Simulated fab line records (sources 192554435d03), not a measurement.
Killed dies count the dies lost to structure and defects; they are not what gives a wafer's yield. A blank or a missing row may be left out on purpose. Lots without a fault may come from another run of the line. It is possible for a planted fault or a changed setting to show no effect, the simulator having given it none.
Chamber matching ; flow n5-finfet ; N5_BEOL_M6_DESCUM_16 on rie-diel-06 has 4 sister chambers
The step chemistry O2, time 7.9 s. 4 wafers are shown with their chamber, then 10 later ones without.

== EACH WAFER AND ITS CHAMBER ==
wafer;chamber;drypump-motor-current-A (A)
L083.5;2;5.7
L085.5;0;6.2
L089.1;3;5.3
L089.2;1;6.5

== WAFERS WITH NO CHAMBER GIVEN ==
wafer;drypump-motor-current-A (A)
L089.6;5.7
L092.2;5.4
L092.3;5.7
L092.6;5.7
L090.1;6.2
L090.4;5.4
L090.5;5.7
L093.2;6.5
L093.5;6.2
L093.6;5.7

== CHAMBER TAKEN BY EACH ==
wafer;from the rows above;in truth
L089.6;2;2
L092.2;3;3
L092.3;2;2
L092.6;2;2
L090.1;0;0
L090.4;3;3
L090.5;2;2
L093.2;1;1
L093.5;0;0
L093.6;2;2
Placed correctly: 10 of 10. Left unplaced by these rows: 0. Placed wrongly: 0.
How it was worked out, from the rows above alone: a wafer's distance from a chamber is the root of the sum, over the readings, of the square of ((its reading less the chamber's mean) divided by the reading's scatter). The wafer belongs to the nearest chamber; if the next one is less than 2 further off, it can't be placed. For every chamber, the mean is computed from those of its wafers that are shown. The scatter (one wafer shown for each chamber): square how far every hidden wafer sits from the nearest shown wafer, average those squares and take the square root.
